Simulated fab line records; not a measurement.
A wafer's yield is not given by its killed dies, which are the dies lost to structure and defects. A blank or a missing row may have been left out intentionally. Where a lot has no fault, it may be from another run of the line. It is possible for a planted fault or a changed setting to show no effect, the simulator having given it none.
Struck lot and sound lot, side by side | flow n5_finfet | 37 out of 1938 route steps
Sound: wafers L473.4, L473.5, L473.6. Struck: wafers L480.2, L480.4 (left out: L480.5, a lot-mate that was not struck); the cause follows at the end.
At each step with rows: each side's tool, then ch and its chambers, then its first start. Under that, the readings that differ: sound wafers | struck wafers | difference of the means | sigmas: that difference in standard deviations of wafers without a fault.
alike: readings with means less than 2 such deviations apart, plus words and numbers identical on both sides. not compared: withheld readings, readings lacking a value on some wafer, bounds such as >300 that could conceal the same value, and numbers that have no deviation in the record and whose values overlap.
Wherever a step has rows on one side only, a row that says differs or no value, or a row with sigmas, the two part there. Non-overlapping numbers with no deviation appear without sigmas and do not part them. A reading that every wafer of one side lacks parts them only if that side has two wafers or more.

first, 9 steps without rows for these wafers: N5_BEOL_M10_ALD_74 (deposits TaN, target thk 2 nm, pulse time 2 s, purge time 3 s); N5_BEOL_M10_SURFACE_TREAT_76; N5_BEOL_M10_CVD_75 (deposits Co from CCTBA/H2, target thk 2 nm, time 138.9 s); N5_BEOL_M10_SPUTTER_48 (material Cu, target thk 12 nm, time 2 s); N5_BEOL_M10_ECD_50 (material Cu, target thk 318 nm); N5_BEOL_M10_ANNEAL_51 (time 90 s); N5_BEOL_M10_CMP_52 (polishes, stops on SiCOH lowk, t overpolish 7 s, target thk 140 nm); N5_BEOL_M10_PRE_CLEAN_55 (time 15 s); N5_BEOL_M10_DEP_56 (deposits SiCN from 3MS/NH3, target thk 15 nm, time 26.5 s).
N5_BEOL_M11_ILD_DEP_00: deposits SiCOH lowk from DEMS/porogen, target thk 308.51 nm, time 58 s.
  sound on pecvd-03 ch 0,1,2, day 13 15:58; struck on pecvd-04 ch 1, day 15 06:19
  reading                                             | sound             | struck      | difference | sigmas
  run_length_s (s)                                    | 101.4 100.7 100.9 | 110.2 110.0 | +9.1       | +19
  model.SiCOH_lowk_of_BEOL_M11_ILD_DEP_00.thk_nm (nm) | 316 317.4 309.8   | 357.4 361.6 | +45.1      |
  alike: chamber_pressure_Torr, heater_power_w, showerhead_plenum_p_Torr, throttle_valve_pct
then, 1 step without rows for these wafers: N5_BEOL_M11_CURE_71 (cures SiCOH lowk, time 240 s).
N5_BEOL_M11_THK_MEAS_01:
  sound on film_metro-02, day 13 16:47; struck on film_metro-01, day 15 06:55
  reading          | sound       | struck  | difference | sigmas
  M11_ILD_THK (nm) | 275 276 269 | 311 315 | +40        | +10
then, 23 steps without rows for these wafers: N5_BEOL_M11_PECVD_70 (deposits SiO2 from TEOS/O2, target thk 20 nm, time 22.7 s); N5_BEOL_M11_HM_DEP_02 (deposits TiN, target thk 20 nm); N5_BEOL_M11_COAT_59 (time 60 s, resist thk 100 nm); N5_BEOL_M11_COAT_60 (time 60 s, resist thk 30 nm); N5_BEOL_M11_COAT_05 (resist thk 90 nm); N5_BEOL_M11_EBR_07; N5_BEOL_M11_SOFTBAKE_06 (time 60 s); N5_BEOL_M11_EXPOSE_08 (exposes mask M11); N5_BEOL_M11_PEB_09 (peb time 60 s); N5_BEOL_M11_DEVELOP_10 (develop time 30 s); N5_BEOL_M11_DESCUM_16 (chemistry O2, time 7.9 s); N5_BEOL_M11_ETCH_61 (etches SiARC in CF4, target depth 39 nm, time 65 s); N5_BEOL_M11_ETCH_62 (etches SOC in N2/H2, target depth 110 nm, overetch 22 nm, time 165 s); N5_BEOL_M11_STRIP_68 (strips in N2/H2); N5_BEOL_M11_STRIP_67 (strips in CF4); N5_BEOL_M11_HM_OPEN_17 (chemistry Cl2/BCl3, target TiN, target depth 20 nm, overetch 6 nm); N5_BEOL_M11_STRIP_19 (strips in O2); N5_BEOL_M11_COAT_63 (time 60 s, resist thk 100 nm); N5_BEOL_M11_COAT_64 (time 60 s, resist thk 30 nm); N5_BEOL_M11_COAT_22 (resist thk 90 nm); N5_BEOL_M11_EBR_24; N5_BEOL_M11_SOFTBAKE_23 (time 60 s); N5_BEOL_M11_EXPOSE_25 (exposes mask V10).
N5_BEOL_M11_CMP_52: polishes, stops on SiCOH lowk, t overpolish 7 s, target thk 140 nm.
  sound on cmp-03 ch 2,3, day 14 03:22; struck on cmp-03 ch 1,2, day 15 13:45
  reading                                             | sound             | struck    | difference | sigmas
  model.SiCOH_lowk_of_BEOL_M11_ILD_DEP_00.thk_nm (nm) | 271.6 272.8 266.2 | 308.4 312 | +40.0      |
  alike: motor_current_A, slurry_flow_ml_min
after that, 1 step had no rows for these wafers: N5_PASSIVATION_PROBE_49.

== WHERE THEY PART ==
At N5_BEOL_M11_ILD_DEP_00 first; at N5_BEOL_M11_THK_MEAS_01 last (within this record only). Later steps at which nothing parts them and some readings are alike: N5_BEOL_M11_CMP_52.

WHY: what had been put in by the simulator
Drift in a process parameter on pecvd-04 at N5_BEOL_M11_ILD_DEP_00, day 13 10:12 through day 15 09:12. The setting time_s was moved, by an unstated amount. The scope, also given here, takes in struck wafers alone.
